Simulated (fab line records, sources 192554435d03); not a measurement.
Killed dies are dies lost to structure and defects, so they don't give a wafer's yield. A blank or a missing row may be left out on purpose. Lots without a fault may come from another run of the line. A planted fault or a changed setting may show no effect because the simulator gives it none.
Which tool did it? | flow n5_finfet | 23 lots, 69 wafers sampled, at 3 steps of a route of 1938

WHAT THE GAUGES READ, wafer by wafer
N5_BEOL_M12_CD_MEAS_10: target cd 140 nm. Usual: cd_nm 140.1 nm, standard deviation 1.9.
lot  | measured     | on        | cd_nm (nm)        | flag
L074 | day 10 17:47 | cd_sem-01 | 137.4 138.8 139.3 |
L075 | day 11 00:26 | cd_sem-03 | 140.3 140.5 137.5 |
L076 | day 11 18:19 | cd_sem-01 | 139.8 139.4 139.4 |
L077 | day 11 23:38 | cd_sem-01 | 140.6 142.3 140.1 |
L080 | day 11 23:26 | cd_sem-02 | 138.4 141.5 139.3 |
L079 | day 12 00:59 | cd_sem-01 | 140.4 138.3 137.0 |
L081 | day 12 04:45 | cd_sem-03 | 138.6 138.7 139.6 |
L078 | day 12 07:50 | cd_sem-01 | 137.0 137.4 140.1 |
L082 | day 12 13:48 | cd_sem-01 | 141.4 137.2 139.1 |
L083 | day 12 21:52 | cd_sem-02 | 140.3 140.4 139.2 |
L084 | day 13 05:28 | cd_sem-02 | 142.2 139.9 138.0 |
L085 | day 13 21:01 | cd_sem-03 | 138.8 140.3 139.4 |
L087 | day 14 00:37 | cd_sem-01 | 138.2 136.2 142.1 |
L089 | day 14 09:13 | cd_sem-02 | 141.0 141.8 141.7 |
L086 | day 14 09:22 | cd_sem-02 | 140.3 140.5 145.1 |
L091 | day 14 11:32 | cd_sem-03 | 143.0 141.4 141.3 |
L090 | day 14 14:19 | cd_sem-03 | 140.7 138.9 141.3 |
L088 | day 14 16:35 | cd_sem-03 | 140.3 140.7 142.2 |
L093 | day 14 20:27 | cd_sem-01 | 140.0 140.5 141.0 |
L092 | day 15 18:42 | cd_sem-03 | 139.7 140.0 138.2 |
L094 | day 15 19:05 | cd_sem-02 | 141.9 137.9 142.1 |
L095 | day 16 19:15 | cd_sem-02 | 140.8 138.6 140.2 |
L097 | day 16 19:05 | cd_sem-01 | 143.5 141.5 141.0 |

WHICH TOOL RAN EACH LOT (tool, then ch and the chambers of the sampled wafers, then the start)
lot  | N5_BEOL_M11_CURE_72           | N5_BEOL_M11_CMP_52
L074 | uv_cure-02 ch 1, day 10 14:19 | cmp-02 ch 0,1,3, day 10 16:43
L075 | uv_cure-01 ch 2, day 10 21:17 | cmp-04 ch 0,2,3, day 10 23:26
L076 | uv_cure-01 ch 0, day 11 12:57 | cmp-03 ch 0,1,2, day 11 17:18
L077 | uv_cure-03 ch 2, day 11 20:24 | cmp-04 ch 0,1, day 11 22:41
L080 | uv_cure-02 ch 2, day 11 20:34 | cmp-03 ch 0,1,2, day 11 22:29
L079 | uv_cure-03 ch 1, day 11 20:54 | cmp-04 ch 0,2,3, day 11 23:56
L081 | uv_cure-03 ch 2, day 12 01:46 | cmp-02 ch 1,2, day 12 03:50
L078 | uv_cure-02 ch 1, day 12 03:11 | cmp-04 ch 0,1,3, day 12 06:54
L082 | uv_cure-02 ch 1, day 12 10:49 | cmp-04 ch 1,2,3, day 12 12:44
L083 | uv_cure-03 ch 0, day 12 18:55 | cmp-04 ch 0,1,3, day 12 20:56
L084 | uv_cure-03 ch 1, day 13 02:25 | cmp-04 ch 1,2,3, day 13 04:29
L085 | uv_cure-03 ch 2, day 13 17:59 | cmp-03 ch 1,2,3, day 13 19:58
L087 | uv_cure-02 ch 0, day 13 21:20 | cmp-02 ch 0,1,3, day 13 23:49
L089 | uv_cure-03 ch 2, day 14 04:39 | cmp-02 ch 1,2,3, day 14 08:14
L086 | uv_cure-02 ch 1, day 14 04:40 | cmp-03 ch 0,1,3, day 14 08:19
L091 | uv_cure-01 ch 0, day 14 08:11 | cmp-03 ch 0,1, day 14 10:26
L090 | uv_cure-02 ch 1, day 14 10:26 | cmp-03 ch 0,1, day 14 13:14
L088 | uv_cure-01 ch 2, day 14 12:52 | cmp-04 ch 0,3, day 14 15:40
L093 | uv_cure-03 ch 0, day 14 17:52 | cmp-02 ch 0,2,3, day 14 19:29
L092 | uv_cure-01 ch 2, day 15 15:25 | cmp-03 ch 1,2, day 15 17:40
L094 | uv_cure-03 ch 0, day 15 16:26 | cmp-04 ch 0,2,3, day 15 18:08
L095 | uv_cure-03 ch 2, day 16 15:01 | cmp-03 ch 0,2,3, day 16 18:09
L097 | uv_cure-02 ch 0, day 16 15:19 | cmp-02 ch 1,2,3, day 16 18:02
- N5_BEOL_M11_CURE_72: cures SiCOH lowk, time 120 s.
- N5_BEOL_M11_CMP_52: polishes, stops on SiCOH lowk, t overpolish 7 s, target thk 140 nm.

WHAT THE TOOLS THEMSELVES READ (means of the sampled wafers that have a number; where no wafer has one, the mark that the record gives instead)
N5_BEOL_M11_CURE_72. Usual: lamp_power_pct 52.31 %, standard deviation 0.053; wafer_temp_C_max 371.7, standard deviation 0.65.
lot  | tool       | lamp_power_pct (%) | wafer_temp_C_max | flag
L074 | uv_cure-02 | 52.33              | 371.8            |
L075 | uv_cure-01 | 52.33              | 371.7            |
L076 | uv_cure-01 | 52.32              | 372.6            |
L077 | uv_cure-03 | 52.36              | 371.5            |
L080 | uv_cure-02 | 52.35              | 371.7            |
L079 | uv_cure-03 | 52.28              | 373.3            |
L081 | uv_cure-03 | 52.36              | 371.6            |
L078 | uv_cure-02 | 52.30              | 371.9            |
L082 | uv_cure-02 | 52.32              | 372.6            |
L083 | uv_cure-03 | 52.31              | 371.0            |
L084 | uv_cure-03 | 52.31              | 372.3            |
L085 | uv_cure-03 | 52.36              | 371.4            |
L087 | uv_cure-02 | 52.30              | 371.8            |
L089 | uv_cure-03 | 52.27              | 370.8            |
L086 | uv_cure-02 | 52.31              | 371.8            |
L091 | uv_cure-01 | 52.28              | 372.1            |
L090 | uv_cure-02 | 52.30              | 372.4            |
L088 | uv_cure-01 | 52.32              | 371.4            |
L093 | uv_cure-03 | 52.31              | 371.1            |
L092 | uv_cure-01 | 52.29              | 371.3            |
L094 | uv_cure-03 | 52.31              | 371.3            |
L095 | uv_cure-03 | 52.30              | 371.2            |
L097 | uv_cure-02 | 52.25              | 371.5            |

N5_BEOL_M11_CMP_52. Usual: barrier_field_endpoint_s 28.9 s, standard deviation 0.64; motor_current_A 6.2 A, standard deviation 0.39; overpolish_run_s 7.000 s, standard deviation 0.009; slurry_filter_dp_kPa 13.48 kPa, standard deviation 0.14; time_to_endpoint_s 66 s, standard deviation 3.1.
lot  | tool   | barrier_field_endpoint_s (s) | motor_current_A (A) | overpolish_run_s (s) | slurry_filter_dp_kPa (kPa) | time_to_endpoint_s (s) | flag
L074 | cmp-02 | 28.5                         | 6.1                 | 6.994                | 13.38                      | 66                     |
L075 | cmp-04 | 28.9                         | 5.9                 | 7.002                | 13.47                      | 66                     |
L076 | cmp-03 | 29.0                         | 6.1                 | 7.005                | 13.49                      | 69                     |
L077 | cmp-04 | 28.3                         | 5.6                 | 7.003                | 13.46                      | 63                     |
L080 | cmp-03 | 29.6                         | 6.0                 | 7.000                | 13.54                      | 67                     |
L079 | cmp-04 | 29.0                         | 6.2                 | 6.994                | 13.60                      | 65                     |
L081 | cmp-02 | 28.9                         | 6.0                 | 6.992                | 13.38                      | 67                     |
L078 | cmp-04 | 29.1                         | 5.8                 | 7.002                | 13.43                      | 66                     |
L082 | cmp-04 | 29.5                         | 6.4                 | 7.003                | 13.53                      | 66                     |
L083 | cmp-04 | 29.1                         | 6.0                 | 7.003                | 13.62                      | 66                     |
L084 | cmp-04 | 29.8                         | 6.3                 | 6.997                | 13.39                      | 72                     |
L085 | cmp-03 | 28.7                         | 6.4                 | 6.992                | 13.64                      | 66                     |
L087 | cmp-02 | 28.3                         | 5.9                 | 6.998                | 13.45                      | 64                     |
L089 | cmp-02 | 28.4                         | 6.0                 | 6.995                | 13.49                      | 64                     |
L086 | cmp-03 | 29.0                         | 6.0                 | 6.995                | 13.42                      | 65                     |
L091 | cmp-03 | 28.4                         | 6.0                 | 7.002                | 13.53                      | 63                     |
L090 | cmp-03 | 29.4                         | 5.9                 | 6.993                | 13.38                      | 66                     |
L088 | cmp-04 | 28.8                         | 6.0                 | 6.994                | 13.53                      | 65                     |
L093 | cmp-02 | 28.4                         | 6.2                 | 7.000                | 13.59                      | 65                     |
L092 | cmp-03 | 28.6                         | 6.1                 | 7.006                | 13.50                      | 68                     |
L094 | cmp-04 | 28.3                         | 6.0                 | 7.005                | 13.39                      | 60                     |
L095 | cmp-03 | 28.2                         | 6.3                 | 6.999                | 13.52                      | 65                     |
L097 | cmp-02 | 29.4                         | 6.0                 | 6.994                | 13.59                      | 67                     |

THE ANSWER, worked out from the rows above alone
Rule: a lot is off if the mean of its wafers that have a number lies more than 3 standard deviations from the usual mean. A lot without any number at a reading at which 4 lots or more have one is off too. The other lots that the step has rows for count as sound. The gauges are gone through in route order, then the tools' own readings, and for those a lot's mean is taken as printed above. The first step at which some lot is off is used, and at that step the reading that is off furthest; a lot without a number counts as furthest.
No lot is off at any reading shown: from this, nothing can be told.

WHAT THE SIMULATOR HAD PUT IN
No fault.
